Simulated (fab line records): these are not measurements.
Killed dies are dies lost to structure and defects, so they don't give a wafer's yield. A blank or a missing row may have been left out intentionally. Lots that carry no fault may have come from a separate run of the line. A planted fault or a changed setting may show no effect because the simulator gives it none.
Matching of chambers -- flow n5-finfet -- rie-diel-04 running N5_BEOL_M1_ETCH_69: 4 sister chambers
The step etches SiARC in CF4, target depth 15.6 nm, time 26 s. 14 wafers are shown with their chamber, then 7 later ones without.

## WAFERS PAIRED WITH THEIR CHAMBERS
wafer,chamber,drypump-motor-current-A (A),showerhead-plenum-p-Torr (Torr),throttle-valve-pct (%)
L079.2,2,5.5,2.23,15.70
L079.4,3,5.6,2.03,16.01
L079.6,1,6.6,2.06,15.74
L082.2,0,6.1,2.14,15.79
L082.4,2,5.5,2.22,15.71
L082.5,0,6.1,2.14,15.79
L085.2,3,5.6,2.03,16.05
L085.5,1,6.6,2.06,15.77
L085.6,0,6.1,2.13,15.79
L087.3,3,5.7,2.03,16.04
L087.5,0,6.1,2.13,15.79
L087.6,1,6.6,2.06,15.77
L089.1,0,6.1,2.13,15.81
L089.4,1,6.6,2.06,15.76

SIGNATURES (averages over the wafers above)
reading,chamber 0,chamber 1,chamber 2,chamber 3,scatter within a chamber
drypump-motor-current-A,6.100,6.600,5.500,5.633,0.0258
showerhead-plenum-p-Torr,2.1340,2.0600,2.2250,2.0300,0.00412
throttle-valve-pct,15.7940,15.7600,15.7050,16.0333,0.0136
Rule: for a wafer and a chamber, the distance is found by dividing, reading by reading, the gap between the wafer's reading and the chamber's mean by the reading's scatter, squaring, summing and taking the root. If the next closest chamber is less than 2 further off than the closest, the wafer can't be placed; otherwise it belongs to the closest. The scatter is the square root of a quotient: the sum, over the shown wafers, of each reading's squared deviation from its chamber's mean, divided by wafers minus chambers.

## WAFERS WITHOUT THEIR CHAMBER
wafer,drypump-motor-current-A (A),showerhead-plenum-p-Torr (Torr),throttle-valve-pct (%)
L089.6,5.5,2.22,15.74
L093.1,6.1,2.13,15.82
L093.4,5.5,2.22,15.74
L093.6,5.5,2.22,15.74
L094.1,5.5,2.22,15.74
L094.5,6.1,2.13,15.83
L094.6,6.6,2.05,15.82

## WHICH CHAMBER EACH WENT THROUGH
wafer,from the rows above,in truth
L089.6,2,2
L093.1,0,0
L093.4,2,2
L093.6,2,2
L094.1,2,2
L094.5,0,0
L094.6,1,1
7 of 7 placed correctly. Can't be placed from these rows: 0. Number placed wrongly: 0.
